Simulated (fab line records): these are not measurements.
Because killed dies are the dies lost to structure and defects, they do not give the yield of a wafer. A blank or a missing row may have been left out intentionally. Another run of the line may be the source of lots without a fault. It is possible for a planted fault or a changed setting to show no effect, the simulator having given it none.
fab line records :: flow nand-harc
[record]
  lots = 13
  wafers = 39
  last-day = 33
route steps=1302 shown P_ZERO_WELL@41 P_STI@84
lots untouched by any fault: they come from a run of this same line in which no faults occurred
start-h: hours from the record's opening day to when the first of the lot's shown wafers began :: wait-h: time in hours since the lot's previous step :: " the same as in the row above :: L1.1+2: a row that stands for several wafers :: - either no value or no given start :: * or withheld: withheld :: < > ~ a bound
route shown NAME@n: a module of which the file shows steps, and the number in the route of the first :: usual: mean/standard deviation of fault-free wafers :: same: alike in all rows :: chamber/n: place in a boat :: sites: per-site readings :: _std_site: standard deviation of those values :: _edge_site: outer sites' mean less inner sites' :: radius-mm: for every site, how far away it sits from the centre of the wafer :: mask NAME#n: copy n :: behind: the last tool/chamber to shape the wafer :: hold: what put the lot on hold/how long, in hours/how the hold closed :: device: which transistor (n, p or np) failed to switch :: end of line: tests run on the same wafers once the route is complete :: a step with no rows: only its recipe :: killed: not the wafer's yield, but the dies lost to structure and defects at the first sort :: map: a wafer's dies, x killed, . not, _ none there
set.NAME: setting as actually run; set.NAME@STEP: the setting as run at that earlier step :: model.NAME: the simulator's own value behind a step, which no gauge read
steps of the route over a sample of lots; a table a step, a row a wafer
services: when a tool's chamber went out of use (start-h, in hours from the record's first day, below 0 if earlier), for how many hours, and the reason
[[steps]]
[step NHARC_P_ZERO_WELL_EXPOSE_34]
[recipe]
  na = 0.6
  target-cd-nm = 720
  dose-mj = 22.31
  mask-id = P_PWELL
[usual]
  reticle-temp-C = 23.00/0.083
lot.wafer: L663.1
tool: krf-scanner-03
chamber: 0
start-h: 23.93
wait-h: -
mask: P_PWELL#0
reticle-temp-C: 22.87

lot.wafer: L663.5
tool: krf-scanner-03
chamber: 0
start-h: 23.93
wait-h: -
mask: P_PWELL#0
reticle-temp-C: 22.86

lot.wafer: L663.6
tool: krf-scanner-03
chamber: 0
start-h: 23.93
wait-h: -
mask: P_PWELL#0
reticle-temp-C: 22.90

lot.wafer: L664.4
tool: krf-scanner-04
chamber: 0
start-h: 33.83
wait-h: -
mask: P_PWELL#0
reticle-temp-C: 23.16

lot.wafer: L664.5
tool: krf-scanner-04
chamber: 0
start-h: 33.83
wait-h: -
mask: P_PWELL#0
reticle-temp-C: 23.03

lot.wafer: L664.6
tool: krf-scanner-04
chamber: 0
start-h: 33.83
wait-h: -
mask: P_PWELL#0
reticle-temp-C: 23.09

lot.wafer: L665.1
tool: krf-scanner-04
chamber: 0
start-h: 43.81
wait-h: -
mask: P_PWELL#0
reticle-temp-C: 23.03

lot.wafer: L665.3
tool: krf-scanner-04
chamber: 0
start-h: 43.81
wait-h: -
mask: P_PWELL#0
reticle-temp-C: 23.04

lot.wafer: L665.4
tool: krf-scanner-04
chamber: 0
start-h: 43.81
wait-h: -
mask: P_PWELL#0
reticle-temp-C: 23.03

lot.wafer: L666.3
tool: krf-scanner-02
chamber: 0
start-h: 53.97
wait-h: -
mask: P_PWELL#0
reticle-temp-C: 23.28

lot.wafer: L666.5
tool: krf-scanner-02
chamber: 0
start-h: 53.97
wait-h: -
mask: P_PWELL#0
reticle-temp-C: 23.25

lot.wafer: L666.6
tool: krf-scanner-02
chamber: 0
start-h: 53.97
wait-h: -
mask: P_PWELL#0
reticle-temp-C: 23.10

lot.wafer: L667.1
tool: krf-scanner-04
chamber: 0
start-h: 64.16
wait-h: -
mask: P_PWELL#0
reticle-temp-C: 23.04

lot.wafer: L667.4
tool: krf-scanner-04
chamber: 0
start-h: 64.16
wait-h: -
mask: P_PWELL#0
reticle-temp-C: 23.00

lot.wafer: L667.5
tool: krf-scanner-04
chamber: 0
start-h: 64.16
wait-h: -
mask: P_PWELL#0
reticle-temp-C: 22.95

lot.wafer: L671.1
tool: krf-scanner-04
chamber: 0
start-h: 104.10
wait-h: -
mask: P_PWELL_R1#0
reticle-temp-C: 22.96

lot.wafer: L671.3
tool: krf-scanner-04
chamber: 0
start-h: 104.10
wait-h: -
mask: P_PWELL_R1#0
reticle-temp-C: 23.02

lot.wafer: L671.6
tool: krf-scanner-04
chamber: 0
start-h: 104.10
wait-h: -
mask: P_PWELL_R1#0
reticle-temp-C: 23.04

lot.wafer: L680.2
tool: krf-scanner-04
chamber: 0
start-h: 193.96
wait-h: -
mask: P_PWELL#0
reticle-temp-C: 23.03

lot.wafer: L680.3
tool: krf-scanner-04
chamber: 0
start-h: 193.96
wait-h: -
mask: P_PWELL#0
reticle-temp-C: 22.97

lot.wafer: L680.4
tool: krf-scanner-04
chamber: 0
start-h: 193.96
wait-h: -
mask: P_PWELL#0
reticle-temp-C: 23.01

lot.wafer: L681.1
tool: krf-scanner-03
chamber: 0
start-h: 203.81
wait-h: -
mask: P_PWELL#0
reticle-temp-C: 23.04

lot.wafer: L681.3
tool: krf-scanner-03
chamber: 0
start-h: 203.81
wait-h: -
mask: P_PWELL#0
reticle-temp-C: 23.12

lot.wafer: L681.6
tool: krf-scanner-03
chamber: 0
start-h: 203.81
wait-h: -
mask: P_PWELL#0
reticle-temp-C: 23.01

lot.wafer: L682.4
tool: krf-scanner-02
chamber: 0
start-h: 213.95
wait-h: -
mask: P_PWELL#0
reticle-temp-C: 22.97

lot.wafer: L682.5
tool: krf-scanner-02
chamber: 0
start-h: 213.95
wait-h: -
mask: P_PWELL#0
reticle-temp-C: 23.04

lot.wafer: L682.6
tool: krf-scanner-02
chamber: 0
start-h: 213.95
wait-h: -
mask: P_PWELL#0
reticle-temp-C: 23.01

lot.wafer: L683.1
tool: krf-scanner-04
chamber: 0
start-h: 225.42
wait-h: -
mask: P_PWELL#0
reticle-temp-C: 22.97

lot.wafer: L683.2
tool: krf-scanner-04
chamber: 0
start-h: 225.42
wait-h: -
mask: P_PWELL#0
reticle-temp-C: 22.93

lot.wafer: L683.4
tool: krf-scanner-04
chamber: 0
start-h: 225.42
wait-h: -
mask: P_PWELL#0
reticle-temp-C: 22.94

lot.wafer: L684.1
tool: krf-scanner-03
chamber: 0
start-h: 233.94
wait-h: -
mask: P_PWELL#0
reticle-temp-C: 23.05

lot.wafer: L684.3
tool: krf-scanner-03
chamber: 0
start-h: 233.94
wait-h: -
mask: P_PWELL#0
reticle-temp-C: 22.92

lot.wafer: L684.4
tool: krf-scanner-03
chamber: 0
start-h: 233.94
wait-h: -
mask: P_PWELL#0
reticle-temp-C: 23.00

lot.wafer: L685.1
tool: krf-scanner-02
chamber: 0
start-h: 243.93
wait-h: -
mask: P_PWELL#0
reticle-temp-C: 23.07

lot.wafer: L685.3
tool: krf-scanner-02
chamber: 0
start-h: 243.93
wait-h: -
mask: P_PWELL#0
reticle-temp-C: 23.06

lot.wafer: L685.5
tool: krf-scanner-02
chamber: 0
start-h: 243.93
wait-h: -
mask: P_PWELL#0
reticle-temp-C: 23.03

lot.wafer: L686.3
tool: krf-scanner-02
chamber: 0
start-h: 253.95
wait-h: -
mask: P_PWELL#0
reticle-temp-C: 22.95

lot.wafer: L686.4
tool: krf-scanner-02
chamber: 0
start-h: 253.95
wait-h: -
mask: P_PWELL#0
reticle-temp-C: 22.98

lot.wafer: L686.5
tool: krf-scanner-02
chamber: 0
start-h: 253.95
wait-h: -
mask: P_PWELL#0
reticle-temp-C: 23.01
[step NHARC_P_ZERO_WELL_CD_MEAS_37]
[recipe]
  target-cd-nm = 720
  landing-energy-ev = 500
[usual]
  cd-nm = 718.4/1.8
lot.wafer: L663.1
tool: cd-sem-01
chamber: 0
start-h: 24.08
wait-h: -
cd-nm: 720.2

lot.wafer: L663.5
tool: cd-sem-01
chamber: 0
start-h: 24.08
wait-h: -
cd-nm: 716.2

lot.wafer: L663.6
tool: cd-sem-01
chamber: 0
start-h: 24.08
wait-h: -
cd-nm: 717.7

lot.wafer: L664.4
tool: cd-sem-01
chamber: 0
start-h: 33.98
wait-h: -
cd-nm: 718.6

lot.wafer: L664.5
tool: cd-sem-01
chamber: 0
start-h: 33.98
wait-h: -
cd-nm: 716.9

lot.wafer: L664.6
tool: cd-sem-01
chamber: 0
start-h: 33.98
wait-h: -
cd-nm: 718.3

lot.wafer: L665.1
tool: cd-sem-01
chamber: 0
start-h: 43.97
wait-h: -
cd-nm: 717.7

lot.wafer: L665.3
tool: cd-sem-01
chamber: 0
start-h: 43.97
wait-h: -
cd-nm: 717.4

lot.wafer: L665.4
tool: cd-sem-01
chamber: 0
start-h: 43.97
wait-h: -
cd-nm: 717.5

lot.wafer: L666.3
tool: cd-sem-02
chamber: 0
start-h: 54.12
wait-h: -
cd-nm: 720.2

lot.wafer: L666.5
tool: cd-sem-02
chamber: 0
start-h: 54.12
wait-h: -
cd-nm: 717.3

lot.wafer: L666.6
tool: cd-sem-02
chamber: 0
start-h: 54.12
wait-h: -
cd-nm: 718.8

lot.wafer: L667.1
tool: cd-sem-01
chamber: 0
start-h: 64.32
wait-h: -
cd-nm: 720.7

lot.wafer: L667.4
tool: cd-sem-01
chamber: 0
start-h: 64.32
wait-h: -
cd-nm: 720.6

lot.wafer: L667.5
tool: cd-sem-01
chamber: 0
start-h: 64.32
wait-h: -
cd-nm: 719.0

lot.wafer: L671.1
tool: cd-sem-02
chamber: 0
start-h: 104.25
wait-h: -
cd-nm: 698.6

lot.wafer: L671.3
tool: cd-sem-02
chamber: 0
start-h: 104.25
wait-h: -
cd-nm: 695.7

lot.wafer: L671.6
tool: cd-sem-02
chamber: 0
start-h: 104.25
wait-h: -
cd-nm: 697.5

lot.wafer: L680.2
tool: cd-sem-03
chamber: 0
start-h: 194.12
wait-h: -
cd-nm: 720.6

lot.wafer: L680.3
tool: cd-sem-03
chamber: 0
start-h: 194.12
wait-h: -
cd-nm: 719.3

lot.wafer: L680.4
tool: cd-sem-03
chamber: 0
start-h: 194.12
wait-h: -
cd-nm: 720.3

lot.wafer: L681.1
tool: cd-sem-01
chamber: 0
start-h: 203.96
wait-h: -
cd-nm: 719.0

lot.wafer: L681.3
tool: cd-sem-01
chamber: 0
start-h: 203.96
wait-h: -
cd-nm: 717.8

lot.wafer: L681.6
tool: cd-sem-01
chamber: 0
start-h: 203.96
wait-h: -
cd-nm: 716.2

lot.wafer: L682.4
tool: cd-sem-01
chamber: 0
start-h: 214.09
wait-h: -
cd-nm: 717.3

lot.wafer: L682.5
tool: cd-sem-01
chamber: 0
start-h: 214.09
wait-h: -
cd-nm: 717.6

lot.wafer: L682.6
tool: cd-sem-01
chamber: 0
start-h: 214.09
wait-h: -
cd-nm: 719.2

lot.wafer: L683.1
tool: cd-sem-03
chamber: 0
start-h: 225.57
wait-h: -
cd-nm: 718.4

lot.wafer: L683.2
tool: cd-sem-03
chamber: 0
start-h: 225.57
wait-h: -
cd-nm: 719.0

lot.wafer: L683.4
tool: cd-sem-03
chamber: 0
start-h: 225.57
wait-h: -
cd-nm: 721.5

lot.wafer: L684.1
tool: cd-sem-02
chamber: 0
start-h: 234.10
wait-h: -
cd-nm: 718.9

lot.wafer: L684.3
tool: cd-sem-02
chamber: 0
start-h: 234.10
wait-h: -
cd-nm: 718.3

lot.wafer: L684.4
tool: cd-sem-02
chamber: 0
start-h: 234.10
wait-h: -
cd-nm: 721.6

lot.wafer: L685.1
tool: cd-sem-03
chamber: 0
start-h: 244.09
wait-h: -
cd-nm: 722.7

lot.wafer: L685.3
tool: cd-sem-03
chamber: 0
start-h: 244.09
wait-h: -
cd-nm: 718.1

lot.wafer: L685.5
tool: cd-sem-03
chamber: 0
start-h: 244.09
wait-h: -
cd-nm: 719.1

lot.wafer: L686.3
tool: cd-sem-02
chamber: 0
start-h: 254.10
wait-h: -
cd-nm: 719.4

lot.wafer: L686.4
tool: cd-sem-02
chamber: 0
start-h: 254.10
wait-h: -
cd-nm: 717.6

lot.wafer: L686.5
tool: cd-sem-02
chamber: 0
start-h: 254.10
wait-h: -
cd-nm: 716.2
[step NHARC_P_ZERO_WELL_CD_MEAS_52]
[recipe]
  target-cd-nm = 2000
  landing-energy-ev = 500
[usual]
  cd-nm = 2000.2/1.6
lot.wafer: L663.1
tool: cd-sem-02
chamber: 0
start-h: 25.60
wait-h: -
cd-nm: 2000.3

lot.wafer: L663.5
tool: cd-sem-02
chamber: 0
start-h: 25.60
wait-h: -
cd-nm: 2000.0

lot.wafer: L663.6
tool: cd-sem-02
chamber: 0
start-h: 25.60
wait-h: -
cd-nm: 2001.3

lot.wafer: L664.4
tool: cd-sem-02
chamber: 0
start-h: 35.51
wait-h: -
cd-nm: 1998.4

lot.wafer: L664.5
tool: cd-sem-02
chamber: 0
start-h: 35.51
wait-h: -
cd-nm: 1998.2

lot.wafer: L664.6
tool: cd-sem-02
chamber: 0
start-h: 35.51
wait-h: -
cd-nm: 2001.7

lot.wafer: L665.1
tool: cd-sem-01
chamber: 0
start-h: 45.60
wait-h: -
cd-nm: 1998.2

lot.wafer: L665.3
tool: cd-sem-01
chamber: 0
start-h: 45.60
wait-h: -
cd-nm: 1999.7

lot.wafer: L665.4
tool: cd-sem-01
chamber: 0
start-h: 45.60
wait-h: -
cd-nm: 2000.2

lot.wafer: L666.3
tool: cd-sem-03
chamber: 0
start-h: 55.76
wait-h: -
cd-nm: 2001.7

lot.wafer: L666.5
tool: cd-sem-03
chamber: 0
start-h: 55.76
wait-h: -
cd-nm: 1999.6

lot.wafer: L666.6
tool: cd-sem-03
chamber: 0
start-h: 55.76
wait-h: -
cd-nm: 1999.5

lot.wafer: L667.1
tool: cd-sem-01
chamber: 0
start-h: 65.96
wait-h: -
cd-nm: 2001.6

lot.wafer: L667.4
tool: cd-sem-01
chamber: 0
start-h: 65.96
wait-h: -
cd-nm: 1999.7

lot.wafer: L667.5
tool: cd-sem-01
chamber: 0
start-h: 65.96
wait-h: -
cd-nm: 2002.3

lot.wafer: L671.1
tool: cd-sem-02
chamber: 0
start-h: 105.76
wait-h: -
cd-nm: 2001.8

lot.wafer: L671.3
tool: cd-sem-02
chamber: 0
start-h: 105.76
wait-h: -
cd-nm: 1997.4

lot.wafer: L671.6
tool: cd-sem-02
chamber: 0
start-h: 105.76
wait-h: -
cd-nm: 2001.5

lot.wafer: L680.2
tool: cd-sem-03
chamber: 0
start-h: 195.63
wait-h: -
cd-nm: 2000.9

lot.wafer: L680.3
tool: cd-sem-03
chamber: 0
start-h: 195.63
wait-h: -
cd-nm: 1998.2

lot.wafer: L680.4
tool: cd-sem-03
chamber: 0
start-h: 195.63
wait-h: -
cd-nm: 1999.1

lot.wafer: L681.1
tool: cd-sem-01
chamber: 0
start-h: 205.60
wait-h: -
cd-nm: 1999.0

lot.wafer: L681.3
tool: cd-sem-01
chamber: 0
start-h: 205.60
wait-h: -
cd-nm: 1998.7

lot.wafer: L681.6
tool: cd-sem-01
chamber: 0
start-h: 205.60
wait-h: -
cd-nm: 2001.3

lot.wafer: L682.4
tool: cd-sem-01
chamber: 0
start-h: 215.73
wait-h: -
cd-nm: 1997.3

lot.wafer: L682.5
tool: cd-sem-01
chamber: 0
start-h: 215.73
wait-h: -
cd-nm: 1998.6

lot.wafer: L682.6
tool: cd-sem-01
chamber: 0
start-h: 215.73
wait-h: -
cd-nm: 1999.1

lot.wafer: L683.1
tool: cd-sem-03
chamber: 0
start-h: 227.21
wait-h: -
cd-nm: 1999.2

lot.wafer: L683.2
tool: cd-sem-03
chamber: 0
start-h: 227.21
wait-h: -
cd-nm: 1999.0

lot.wafer: L683.4
tool: cd-sem-03
chamber: 0
start-h: 227.21
wait-h: -
cd-nm: 2000.9

lot.wafer: L684.1
tool: cd-sem-01
chamber: 0
start-h: 235.74
wait-h: -
cd-nm: 1999.9

lot.wafer: L684.3
tool: cd-sem-01
chamber: 0
start-h: 235.74
wait-h: -
cd-nm: 1999.7

lot.wafer: L684.4
tool: cd-sem-01
chamber: 0
start-h: 235.74
wait-h: -
cd-nm: 1998.0

lot.wafer: L685.1
tool: cd-sem-01
chamber: 0
start-h: 245.72
wait-h: -
cd-nm: 2000.8

lot.wafer: L685.3
tool: cd-sem-01
chamber: 0
start-h: 245.72
wait-h: -
cd-nm: 1999.7

lot.wafer: L685.5
tool: cd-sem-01
chamber: 0
start-h: 245.72
wait-h: -
cd-nm: 2002.9

lot.wafer: L686.3
tool: cd-sem-02
chamber: 0
start-h: 255.74
wait-h: -
cd-nm: 2001.6

lot.wafer: L686.4
tool: cd-sem-02
chamber: 0
start-h: 255.74
wait-h: -
cd-nm: 2000.8

lot.wafer: L686.5
tool: cd-sem-02
chamber: 0
start-h: 255.74
wait-h: -
cd-nm: 2001.9
[step NHARC_P_STI_OVL_MEAS_10]
[usual]
  overlay-x-nm = 0/7.6
  overlay-y-nm = 1/4.9
lot.wafer: L664.4
tool: overlay-02
chamber: -
start-h: 54.69
wait-h: -
overlay-x-nm: -14
overlay-y-nm: 6

lot.wafer: L664.5
tool: overlay-02
chamber: -
start-h: 54.69
wait-h: -
overlay-x-nm: -14
overlay-y-nm: 7

lot.wafer: L664.6
tool: overlay-02
chamber: -
start-h: 54.69
wait-h: -
overlay-x-nm: -14
overlay-y-nm: 6

lot.wafer: L663.1
tool: overlay-01
chamber: -
start-h: 54.85
wait-h: -
overlay-x-nm: -8
overlay-y-nm: 10

lot.wafer: L663.5
tool: overlay-01
chamber: -
start-h: 54.85
wait-h: -
overlay-x-nm: -7
overlay-y-nm: 10

lot.wafer: L663.6
tool: overlay-01
chamber: -
start-h: 54.85
wait-h: -
overlay-x-nm: -7
overlay-y-nm: 10

lot.wafer: L665.1
tool: overlay-01
chamber: -
start-h: 64.60
wait-h: -
overlay-x-nm: -4
overlay-y-nm: -5

lot.wafer: L665.3
tool: overlay-01
chamber: -
start-h: 64.60
wait-h: -
overlay-x-nm: -5
overlay-y-nm: -6

lot.wafer: L665.4
tool: overlay-01
chamber: -
start-h: 64.60
wait-h: -
overlay-x-nm: -5
overlay-y-nm: -5

lot.wafer: L666.3
tool: overlay-01
chamber: -
start-h: 75.85
wait-h: -
overlay-x-nm: 6
overlay-y-nm: -2

lot.wafer: L666.5
tool: overlay-01
chamber: -
start-h: 75.85
wait-h: -
overlay-x-nm: 6
overlay-y-nm: -1

lot.wafer: L666.6
tool: overlay-01
chamber: -
start-h: 75.85
wait-h: -
overlay-x-nm: 6
overlay-y-nm: -1

lot.wafer: L667.1
tool: overlay-01
chamber: -
start-h: 85.88
wait-h: -
overlay-x-nm: 17
overlay-y-nm: -1

lot.wafer: L667.4
tool: overlay-01
chamber: -
start-h: 85.88
wait-h: -
overlay-x-nm: 16
overlay-y-nm: -1

lot.wafer: L667.5
tool: overlay-01
chamber: -
start-h: 85.88
wait-h: -
overlay-x-nm: 16
overlay-y-nm: -1

lot.wafer: L671.1
tool: overlay-01
chamber: -
start-h: 123.53
wait-h: -
overlay-x-nm: 4
overlay-y-nm: -4

lot.wafer: L671.3
tool: overlay-01
chamber: -
start-h: 123.53
wait-h: -
overlay-x-nm: 4
overlay-y-nm: -4

lot.wafer: L671.6
tool: overlay-01
chamber: -
start-h: 123.53
wait-h: -
overlay-x-nm: 4
overlay-y-nm: -4

lot.wafer: L680.2
tool: overlay-02
chamber: -
start-h: 212.85
wait-h: -
overlay-x-nm: 3
overlay-y-nm: 1

lot.wafer: L680.3
tool: overlay-02
chamber: -
start-h: 212.85
wait-h: -
overlay-x-nm: 3
overlay-y-nm: 1

lot.wafer: L680.4
tool: overlay-02
chamber: -
start-h: 212.85
wait-h: -
overlay-x-nm: 3
overlay-y-nm: 1

lot.wafer: L681.1
tool: overlay-01
chamber: -
start-h: 223.50
wait-h: -
overlay-x-nm: 0
overlay-y-nm: -6

lot.wafer: L681.3
tool: overlay-01
chamber: -
start-h: 223.50
wait-h: -
overlay-x-nm: 0
overlay-y-nm: -6

lot.wafer: L681.6
tool: overlay-01
chamber: -
start-h: 223.50
wait-h: -
overlay-x-nm: 0
overlay-y-nm: -6

lot.wafer: L682.4
tool: overlay-02
chamber: -
start-h: 233.07
wait-h: -
overlay-x-nm: -11
overlay-y-nm: 2

lot.wafer: L682.5
tool: overlay-02
chamber: -
start-h: 233.07
wait-h: -
overlay-x-nm: -10
overlay-y-nm: 2

lot.wafer: L682.6
tool: overlay-02
chamber: -
start-h: 233.07
wait-h: -
overlay-x-nm: -10
overlay-y-nm: 2

lot.wafer: L683.1
tool: overlay-01
chamber: -
start-h: 244.32
wait-h: -
overlay-x-nm: -8
overlay-y-nm: -3

lot.wafer: L683.2
tool: overlay-01
chamber: -
start-h: 244.32
wait-h: -
overlay-x-nm: -8
overlay-y-nm: -3

lot.wafer: L683.4
tool: overlay-01
chamber: -
start-h: 244.32
wait-h: -
overlay-x-nm: -8
overlay-y-nm: -3

lot.wafer: L684.1
tool: overlay-02
chamber: -
start-h: 254.46
wait-h: -
overlay-x-nm: 3
overlay-y-nm: 3

lot.wafer: L684.3
tool: overlay-02
chamber: -
start-h: 254.46
wait-h: -
overlay-x-nm: 3
overlay-y-nm: 4

lot.wafer: L684.4
tool: overlay-02
chamber: -
start-h: 254.46
wait-h: -
overlay-x-nm: 3
overlay-y-nm: 3

lot.wafer: L685.1
tool: overlay-02
chamber: -
start-h: 265.58
wait-h: -
overlay-x-nm: 0
overlay-y-nm: -1

lot.wafer: L685.3
tool: overlay-02
chamber: -
start-h: 265.58
wait-h: -
overlay-x-nm: 0
overlay-y-nm: 0

lot.wafer: L685.5
tool: overlay-02
chamber: -
start-h: 265.58
wait-h: -
overlay-x-nm: 0
overlay-y-nm: 0

lot.wafer: L686.3
tool: overlay-01
chamber: -
start-h: 276.29
wait-h: -
overlay-x-nm: 3
overlay-y-nm: 5

lot.wafer: L686.4
tool: overlay-01
chamber: -
start-h: 276.29
wait-h: -
overlay-x-nm: 3
overlay-y-nm: 5

lot.wafer: L686.5
tool: overlay-01
chamber: -
start-h: 276.29
wait-h: -
overlay-x-nm: 4
overlay-y-nm: 5
[step NHARC_P_STI_CD_MEAS_16]
[usual]
  cd-nm = 198.8/2.5
lot.wafer: L664.4
tool: cd-sem-01
chamber: -
start-h: 55.31
wait-h: -
cd-nm: 205.2

lot.wafer: L664.5
tool: cd-sem-01
chamber: -
start-h: 55.31
wait-h: -
cd-nm: 199.1

lot.wafer: L664.6
tool: cd-sem-01
chamber: -
start-h: 55.31
wait-h: -
cd-nm: 203.7

lot.wafer: L663.1
tool: cd-sem-02
chamber: -
start-h: 55.50
wait-h: -
cd-nm: 199.6

lot.wafer: L663.5
tool: cd-sem-02
chamber: -
start-h: 55.50
wait-h: -
cd-nm: 195.5

lot.wafer: L663.6
tool: cd-sem-02
chamber: -
start-h: 55.50
wait-h: -
cd-nm: 200.1

lot.wafer: L665.1
tool: cd-sem-02
chamber: -
start-h: 65.22
wait-h: -
cd-nm: 200.0

lot.wafer: L665.3
tool: cd-sem-02
chamber: -
start-h: 65.22
wait-h: -
cd-nm: 202.6

lot.wafer: L665.4
tool: cd-sem-02
chamber: -
start-h: 65.22
wait-h: -
cd-nm: 200.1

lot.wafer: L666.3
tool: cd-sem-02
chamber: -
start-h: 76.47
wait-h: -
cd-nm: 198.6

lot.wafer: L666.5
tool: cd-sem-02
chamber: -
start-h: 76.47
wait-h: -
cd-nm: 200.2

lot.wafer: L666.6
tool: cd-sem-02
chamber: -
start-h: 76.47
wait-h: -
cd-nm: 199.9

lot.wafer: L667.1
tool: cd-sem-01
chamber: -
start-h: 86.48
wait-h: -
cd-nm: 193.2

lot.wafer: L667.4
tool: cd-sem-01
chamber: -
start-h: 86.48
wait-h: -
cd-nm: 196.0

lot.wafer: L667.5
tool: cd-sem-01
chamber: -
start-h: 86.48
wait-h: -
cd-nm: 193.2

lot.wafer: L671.1
tool: cd-sem-01
chamber: -
start-h: 124.15
wait-h: -
cd-nm: 201.6

lot.wafer: L671.3
tool: cd-sem-01
chamber: -
start-h: 124.15
wait-h: -
cd-nm: 197.7

lot.wafer: L671.6
tool: cd-sem-01
chamber: -
start-h: 124.15
wait-h: -
cd-nm: 198.8

lot.wafer: L680.2
tool: cd-sem-01
chamber: -
start-h: 213.46
wait-h: -
cd-nm: 200.2

lot.wafer: L680.3
tool: cd-sem-01
chamber: -
start-h: 213.46
wait-h: -
cd-nm: 199.3

lot.wafer: L680.4
tool: cd-sem-01
chamber: -
start-h: 213.46
wait-h: -
cd-nm: 202.6

lot.wafer: L681.1
tool: cd-sem-01
chamber: -
start-h: 224.13
wait-h: -
cd-nm: 200.5

lot.wafer: L681.3
tool: cd-sem-01
chamber: -
start-h: 224.13
wait-h: -
cd-nm: 202.3

lot.wafer: L681.6
tool: cd-sem-01
chamber: -
start-h: 224.13
wait-h: -
cd-nm: 199.4

lot.wafer: L682.4
tool: cd-sem-03
chamber: -
start-h: 233.69
wait-h: -
cd-nm: 194.0

lot.wafer: L682.5
tool: cd-sem-03
chamber: -
start-h: 233.69
wait-h: -
cd-nm: 197.7

lot.wafer: L682.6
tool: cd-sem-03
chamber: -
start-h: 233.69
wait-h: -
cd-nm: 196.1

lot.wafer: L683.1
tool: cd-sem-03
chamber: -
start-h: 244.92
wait-h: -
cd-nm: 202.1

lot.wafer: L683.2
tool: cd-sem-03
chamber: -
start-h: 244.92
wait-h: -
cd-nm: 196.6

lot.wafer: L683.4
tool: cd-sem-03
chamber: -
start-h: 244.92
wait-h: -
cd-nm: 195.3

lot.wafer: L684.1
tool: cd-sem-02
chamber: -
start-h: 255.06
wait-h: -
cd-nm: 198.6

lot.wafer: L684.3
tool: cd-sem-02
chamber: -
start-h: 255.06
wait-h: -
cd-nm: 194.7

lot.wafer: L684.4
tool: cd-sem-02
chamber: -
start-h: 255.06
wait-h: -
cd-nm: 196.6

lot.wafer: L685.1
tool: cd-sem-02
chamber: -
start-h: 266.19
wait-h: -
cd-nm: 196.1

lot.wafer: L685.3
tool: cd-sem-02
chamber: -
start-h: 266.19
wait-h: -
cd-nm: 200.5

lot.wafer: L685.5
tool: cd-sem-02
chamber: -
start-h: 266.19
wait-h: -
cd-nm: 197.1

lot.wafer: L686.3
tool: cd-sem-02
chamber: -
start-h: 276.90
wait-h: -
cd-nm: 193.6

lot.wafer: L686.4
tool: cd-sem-02
chamber: -
start-h: 276.90
wait-h: -
cd-nm: 198.3

lot.wafer: L686.5
tool: cd-sem-02
chamber: -
start-h: 276.90
wait-h: -
cd-nm: 196.2
[[services]]
tool: krf-scanner-04
chamber: -
start-h: 6.76
hours: 0.3
kind: repair

tool: krf-scanner-04
chamber: -
start-h: 10.00
hours: 4.0
kind: pm

tool: krf-scanner-03
chamber: -
start-h: 52.00
hours: 4.0
kind: pm

tool: krf-scanner-02
chamber: -
start-h: 60.22
hours: 0.4
kind: repair

tool: krf-scanner-02
chamber: -
start-h: 95.66
hours: 4.0
kind: pm

tool: krf-scanner-02
chamber: -
start-h: 121.27
hours: 0.6
kind: repair

tool: krf-scanner-03
chamber: -
start-h: 132.37
hours: 0.2
kind: repair

tool: krf-scanner-04
chamber: -
start-h: 169.11
hours: 1.5
kind: repair

tool: krf-scanner-04
chamber: -
start-h: 181.94
hours: 1.2
kind: repair

tool: krf-scanner-03
chamber: -
start-h: 224.00
hours: 4.0
kind: pm

tool: krf-scanner-04
chamber: -
start-h: 230.22
hours: 6.8
kind: repair

tool: krf-scanner-02
chamber: -
start-h: 230.54
hours: 0.6
kind: repair

tool: krf-scanner-02
chamber: -
start-h: 236.51
hours: 0.4
kind: repair
[[key]]
[first-sign]
  step = NHARC_P_ZERO_WELL_EXPOSE_34
  reading = mask
  direction = changed
[effect]
  step = NHARC_P_ZERO_WELL_CD_MEAS_37
  reading = cd-nm
  direction = down
  sigmas = 11
  usual = 718.4
  struck = 697.3
met-at NHARC_P_ZERO_WELL_EXPOSE_34
struck-lots L671
tester-left-out L671
not-acting-at NHARC_P_ZERO_WELL_CD_MEAS_52,NHARC_P_STI_OVL_MEAS_10,NHARC_P_STI_CD_MEAS_16
onset-between 64.16 104.10
[fault]
  kind = wrong-mask
  tool = any
  chamber = -
  onset-h = 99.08
  steps = NHARC_P_ZERO_WELL_EXPOSE_34
  aux-copy = P_PWELL_R1#0
  cd-offset-nm = -18.644
  scope = struck-lots-only
// tester-left-out: of these lots the tester's yield and bins aren't shown, on N5 and GAA mostly nor the transistor test; their killed dies are dies lost to structure and defects alone, not to doping, threshold or leakage, so they don't give the yield
